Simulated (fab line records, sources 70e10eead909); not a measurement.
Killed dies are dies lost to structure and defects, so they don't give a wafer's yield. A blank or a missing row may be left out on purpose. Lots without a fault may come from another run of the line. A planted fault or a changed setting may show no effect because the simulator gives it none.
Chamber matching | flow nand_harc | NHARC_A_STAIRCASE_DESCUM_11 on rie_diel-03: 4 sister chambers
The step chemistry O2, time 3 s. 8 wafers are shown with their chamber, then 7 later ones without.

WAFERS WITH THEIR CHAMBER
wafer  | chamber | showerhead_plenum_p_Torr (Torr) | oes_product_au (a.u.)
L077.2 | 0       | 2.03                            | 0.993
L077.4 | 1       | 1.79                            | 0.984
L077.6 | 2       | 1.77                            | 1.005
L077.1 | 2       | 1.77                            | 1.007
L077.3 | 3       | 1.92                            | 0.994
L077.5 | 1       | 1.79                            | 0.996
L084.2 | 3       | 1.91                            | 0.995
L084.3 | 0       | 2.02                            | 1.013

WAFERS WITHOUT THEIR CHAMBER
wafer  | showerhead_plenum_p_Torr (Torr) | oes_product_au (a.u.)
L084.6 | 2.02                            | 1.006
L093.1 | 1.90                            | 0.997
L093.2 | 2.07                            | 0.997
L093.3 | 1.78                            | 0.976
L095.3 | 1.90                            | 1.002
L095.4 | 2.00                            | 1.014
L095.6 | 1.78                            | 1.002

WHICH CHAMBER EACH WENT THROUGH
wafer  | from the rows above     | in truth
L084.6 | 0                       | 0
L093.1 | 3                       | 3
L093.2 | 0                       | 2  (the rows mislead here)
L093.3 | can't be placed: 1 or 2 | 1
L095.3 | 3                       | 3
L095.4 | 0                       | 0
L095.6 | can't be placed: 2 or 1 | 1
Placed correctly: 4 of 7. Can't be placed from these rows: 2 (the true chamber is among the candidates in 2). Placed wrongly: 1.
How it was worked out, from the rows above alone: a wafer's distance from a chamber is the root of the sum, over the readings, of the square of ((its reading less the chamber's mean) divided by the reading's scatter). The wafer belongs to the nearest chamber; if the next one is less than 2 further off, it can't be placed. A chamber's mean is the mean of its shown wafers. The scatter: the root of (the sum of the squares of (reading less its chamber's mean) over the shown wafers, divided by (wafers less chambers)).
